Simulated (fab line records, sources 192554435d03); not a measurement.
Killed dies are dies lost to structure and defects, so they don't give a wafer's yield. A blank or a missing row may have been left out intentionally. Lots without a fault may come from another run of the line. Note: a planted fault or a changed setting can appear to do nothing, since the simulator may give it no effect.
Chamber matching / flow n5_finfet / N5_BEOL_M6_STRIP_19 on rie_diel-02 has 4 sister chambers
The step strips in O2. 4 wafers are shown with their chamber, then 12 later ones without.

WAFERS PAIRED WITH THEIR CHAMBERS
wafer=L090.5; chamber=1; drypump_motor_current_A (A)=5.4
wafer=L091.3; chamber=2; drypump_motor_current_A (A)=5.0
wafer=L091.4; chamber=0; drypump_motor_current_A (A)=5.6
wafer=L091.6; chamber=3; drypump_motor_current_A (A)=4.9

WAFERS WITHOUT THEIR CHAMBER
wafer=L094.1; drypump_motor_current_A (A)=5.0
wafer=L094.2; drypump_motor_current_A (A)=5.6
wafer=L094.3; drypump_motor_current_A (A)=4.9
wafer=L094.4; drypump_motor_current_A (A)=5.3
wafer=L094.5; drypump_motor_current_A (A)=5.0
wafer=L094.6; drypump_motor_current_A (A)=5.4
wafer=L097.1; drypump_motor_current_A (A)=5.4
wafer=L097.2; drypump_motor_current_A (A)=5.0
wafer=L097.3; drypump_motor_current_A (A)=4.9
wafer=L097.4; drypump_motor_current_A (A)=5.6
wafer=L097.5; drypump_motor_current_A (A)=5.0
wafer=L097.6; drypump_motor_current_A (A)=5.4

THE CHAMBER EACH PASSED THROUGH
wafer=L094.1; from the rows above=2; in truth=2
wafer=L094.2; from the rows above=0; in truth=0
wafer=L094.3; from the rows above=3; in truth=3
wafer=L094.4; from the rows above=1; in truth=1
wafer=L094.5; from the rows above=2; in truth=2
wafer=L094.6; from the rows above=1; in truth=1
wafer=L097.1; from the rows above=1; in truth=1
wafer=L097.2; from the rows above=2; in truth=2
wafer=L097.3; from the rows above=3; in truth=3
wafer=L097.4; from the rows above=0; in truth=0
wafer=L097.5; from the rows above=2; in truth=2
wafer=L097.6; from the rows above=1; in truth=1
Correct placement for 12 of the 12. Number that these rows cannot place: 0. Wrongly placed: 0.
How it was worked out, from the rows above alone: a wafer's distance from a chamber is the root of the sum, over the readings, of the square of ((its reading less the chamber's mean) divided by the reading's scatter). The wafer belongs to the nearest chamber; if the next one is less than 2 further off, it can't be placed. Each chamber's mean is taken over the wafers shown for it. The scatter (one wafer shown for each chamber): square how far every hidden wafer sits from the nearest shown wafer, average those squares and take the square root.
